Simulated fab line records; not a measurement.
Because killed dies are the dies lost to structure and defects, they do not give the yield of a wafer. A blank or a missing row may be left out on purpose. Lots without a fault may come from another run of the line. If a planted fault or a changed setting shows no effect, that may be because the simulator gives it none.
Comparing a struck lot with a sound one / flow n5_finfet / 37 out of 1938 route steps
Sound: the wafers L616.1, L616.3, L616.5. Wafers L620.3, L620.4, L620.5 were the ones struck. The cause is given at the end.
For every step that has rows: the tool of each side, followed by ch and its chambers, followed by its first start. Under that, the readings that differ: sound wafers / struck wafers / difference of the means / sigmas: that difference in standard deviations of wafers without a fault.
alike: words and numbers the same on both sides, and readings whose means are apart by under 2 such deviations; not compared: readings that were withheld, readings missing a value for some wafer, numbers with overlapping values and no deviation given by the record, and bounds like >300 which may hide the same value.
The two part at a step that has a row with sigmas, a row that says differs or no value, or rows on one side only. Numbers that have no deviation but don't overlap get no sigmas and don't part them. A reading that every wafer of one side lacks parts them only if that side has two wafers or more.

first, 9 steps without rows for these wafers: N5_WELL_APT_HMDS_01 (time 60 s); N5_WELL_APT_COAT_02 (resist thk 950 nm); N5_WELL_APT_EBR_04; N5_WELL_APT_SOFTBAKE_03 (time 60 s); N5_WELL_APT_EXPOSE_05 (exposes mask NWELL, defocus 0 nm, target cd 200 nm); N5_WELL_APT_PEB_06 (peb time 90 s); N5_WELL_APT_DEVELOP_07 (develop time 45 s); N5_WELL_APT_HARDBAKE_12 (time 120 s); N5_WELL_APT_DESCUM_13 (chemistry O2, time 7.9 s).
N5_WELL_APT_IMPLANT_14:
  sound on implanter-01 ch 0, day 1 19:49; struck on implanter-01 ch 0, day 2 20:44
reading=model.implant.rp_nm (nm); sound=204.4 204.4 204.4; struck=92.23 92.23 92.23; difference=-112.17; sigmas=
reading=model.implant.drp_nm (nm); sound=65.9 65.9 65.9; struck=35.37 35.37 35.37; difference=-30.53; sigmas=
  alike: dose_ions_cm2, tilt_deg
then, 25 steps without rows for these wafers: N5_WELL_APT_IMPLANT_15; N5_WELL_APT_STRIP_16 (strips in SPM, time 900 s); N5_WELL_APT_HMDS_18 (time 60 s); N5_WELL_APT_COAT_19 (resist thk 950 nm); N5_WELL_APT_EBR_21; N5_WELL_APT_SOFTBAKE_20 (time 60 s); N5_WELL_APT_EXPOSE_22 (exposes mask PWELL, defocus 0 nm, target cd 200 nm); N5_WELL_APT_PEB_23 (peb time 90 s); N5_WELL_APT_DEVELOP_24 (develop time 45 s); N5_WELL_APT_HARDBAKE_29 (time 120 s); N5_WELL_APT_DESCUM_30 (chemistry O2, time 7.9 s); N5_WELL_APT_IMPLANT_31; N5_WELL_APT_IMPLANT_32; N5_WELL_APT_STRIP_33 (strips in SPM, time 900 s); N5_WELL_APT_RTA_34 (time 10 s); N5_WELL_APT_OXIDE_STRIP_42 (strips SiO2 in dHF, time 45 s, target depth 12 nm); N5_WELL_APT_PRECLEAN_36 (cleans in O3/DIW, time 45 s); N5_WELL_APT_PRECLEAN_39 (cleans in dHF, time 60 s); N5_WELL_APT_SRD_37 (time 30 s); N5_WELL_APT_EPI_41 (deposits Si from SiH4/H2, target thk 50 nm, time 297.7 s); N5_PMOS_HMC_CHANNEL_EPI_HM_DEP_34 (deposits SiO2 from TEOS/O2, target thk 36 nm, time 6.9 s); N5_PMOS_HMC_CHANNEL_EPI_COAT_31 (time 60 s, resist thk 66 nm); N5_PMOS_HMC_CHANNEL_EPI_COAT_03 (resist thk 205 nm); N5_PMOS_HMC_CHANNEL_EPI_EBR_05; N5_PMOS_HMC_CHANNEL_EPI_SOFTBAKE_04 (time 60 s).
-- record jumps: 7 days separate the struck wafers' starts on either side; left off in module PMOS_HMC_CHANNEL_EPI, taken up again in module BEOL_M4, whose first shown step is the route's number 1111 --
N5_BEOL_M4_RC_MEAS_101:
  sound on prober-02 ch 0, day 8 20:25; struck on prober-01 ch 0, day 9 12:52
reading=RS_NWELL (ohm/sq); sound=1031 1034 1035; struck=1941 1955 1957; difference=+918; sigmas=+99 or more
  alike: DIBL_N, DIBL_P, IOFF_N, IOFF_P, ION_N, ION_P, SS_N, SS_P, VT_N, VT_P
N5_PASSIVATION_PROBE_49:
  rows exist in the record for the sound wafers here (prober-01, day 13 04:36), none for the struck ones

== WHERE THEY PART ==
First at N5_BEOL_M4_RC_MEAS_101; last, within this record, at N5_PASSIVATION_PROBE_49.

WHY: whatever the simulator had introduced
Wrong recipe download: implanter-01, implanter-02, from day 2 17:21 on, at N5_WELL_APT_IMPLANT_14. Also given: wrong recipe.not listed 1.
